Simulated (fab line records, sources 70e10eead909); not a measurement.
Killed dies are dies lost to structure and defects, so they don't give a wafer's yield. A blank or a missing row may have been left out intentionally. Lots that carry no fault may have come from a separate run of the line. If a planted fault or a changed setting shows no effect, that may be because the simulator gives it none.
Which tool is to blame? :: flow nandHarc :: 14 wafers from 6 lots sampled at 5 of the route's 1302 steps

WHAT THE GAUGES SHOWED, per wafer
NHARC_THIN_TSV_CD_MEAS_37.
lot: L778
measured: day 24 16:49
on: cdSem-02
cdNm (nm): 5002.5 5001.0 5004.8

lot: L783
measured: day 26 09:55
on: cdSem-01
cdNm (nm): 5002.7 5001.0 4997.9

lot: L787
measured: day 28 17:46
on: cdSem-02
cdNm (nm): 4998.6 5000.3 4998.7

lot: L791
measured: day 29 09:39
on: cdSem-01
cdNm (nm): 4977.6

lot: L790
measured: day 31 15:17
on: cdSem-01
cdNm (nm): 4981.3

lot: L798
measured: day 33 00:02
on: cdSem-03
cdNm (nm): 5000.2 5002.7 5005.3

WHICH TOOL RAN EACH LOT (tool, then ch and the chambers of the sampled wafers, then the start)
lot: L778
NHARC_THIN_TSV_PRE_CLEAN_50: pvdSputter-03, day 24 14:19 or earlier
NHARC_THIN_TSV_PVD_51: pvdSputter-03, day 24 14:19 or earlier
NHARC_THIN_TSV_PRE_CLEAN_54: pvdSputter-01, day 24 14:19
NHARC_THIN_TSV_ETCH_59: rieMetal-01 ch 0,1, day 24 15:44

lot: L783
NHARC_THIN_TSV_PRE_CLEAN_50: pvdSputter-01, day 26 07:32 or earlier
NHARC_THIN_TSV_PVD_51: pvdSputter-01, day 26 07:32 or earlier
NHARC_THIN_TSV_PRE_CLEAN_54: pvdSputter-01, day 26 07:32
NHARC_THIN_TSV_ETCH_59: rieMetal-02 ch 0,1, day 26 08:46

lot: L787
NHARC_THIN_TSV_PRE_CLEAN_50: pvdSputter-02, day 28 15:14 or earlier
NHARC_THIN_TSV_PVD_51: pvdSputter-02, day 28 15:14 or earlier
NHARC_THIN_TSV_PRE_CLEAN_54: pvdSputter-02, day 28 15:14
NHARC_THIN_TSV_ETCH_59: rieMetal-02 ch 0,1, day 28 16:30

lot: L791
NHARC_THIN_TSV_PRE_CLEAN_50: pvdSputter-03, day 29 07:07 or earlier
NHARC_THIN_TSV_PVD_51: pvdSputter-03, day 29 07:07 or earlier
NHARC_THIN_TSV_PRE_CLEAN_54: pvdSputter-01, day 29 07:07
NHARC_THIN_TSV_ETCH_59: rieMetal-02 ch 0, day 29 08:28

lot: L790
NHARC_THIN_TSV_PRE_CLEAN_50: pvdSputter-02, day 31 12:48 or earlier
NHARC_THIN_TSV_PVD_51: pvdSputter-02, day 31 12:48 or earlier
NHARC_THIN_TSV_PRE_CLEAN_54: pvdSputter-01, day 31 12:48
NHARC_THIN_TSV_ETCH_59: rieMetal-02 ch 0, day 31 14:07

lot: L798
NHARC_THIN_TSV_PRE_CLEAN_50: pvdSputter-01, day 32 21:38 or earlier
NHARC_THIN_TSV_PVD_51: pvdSputter-01, day 32 21:38 or earlier
NHARC_THIN_TSV_PRE_CLEAN_54: pvdSputter-03, day 32 21:38
NHARC_THIN_TSV_ETCH_59: rieMetal-03 ch 0, day 32 22:53
- NHARC_THIN_TSV_PRE_CLEAN_50: time 30 s.
- NHARC_THIN_TSV_PVD_51: deposits Cu, target thk 100 nm.
- NHARC_THIN_TSV_PRE_CLEAN_54: time 30 s.
- NHARC_THIN_TSV_ETCH_59: etches the open film in Cl2/BCl3, target depth 880 nm, time 138.1 s.

THE ANSWER, worked out from the rows above alone
Rule: the usual values come from the lots themselves. Put in order of their means at a reading, lots are off if they are a third of the lots or fewer, leave a main group of 4 or more, and stand apart from it by a gap of 3 or more times the standard deviation of the main group's means; of several such gaps the widest counts. The tables above print the reading to a certain number of digits; a main group whose means all agree to those digits is not used. Also off: a lot with no number at a reading for which 4 or more lots have one. Where the step has rows for the other lots, those lots are counted as sound.
Off at NHARC_THIN_TSV_CD_MEAS_37 (cdNm): L791, L790. Main group: mean 5001.3 nm, sd 1.5.
A tool fits if, at a process step before that reading, it ran every lot that is off, and no sound lot after the first of them. Those tools and the gauges at NHARC_THIN_TSV_CD_MEAS_37 are tried in the same way. With no start given for some of its lots, NHARC_THIN_TSV_PRE_CLEAN_50 uses the hours and lot order of NHARC_THIN_TSV_PRE_CLEAN_54. With no start given for some of its lots, NHARC_THIN_TSV_PVD_51 uses the hours and lot order of NHARC_THIN_TSV_PRE_CLEAN_54. Can't be told from this: 3 tools fit, pvdSputter-01 at NHARC_THIN_TSV_PRE_CLEAN_54, rieMetal-02 at NHARC_THIN_TSV_ETCH_59, cdSem-01 at NHARC_THIN_TSV_CD_MEAS_37.

WHAT WAS PUT IN BY THE SIMULATOR
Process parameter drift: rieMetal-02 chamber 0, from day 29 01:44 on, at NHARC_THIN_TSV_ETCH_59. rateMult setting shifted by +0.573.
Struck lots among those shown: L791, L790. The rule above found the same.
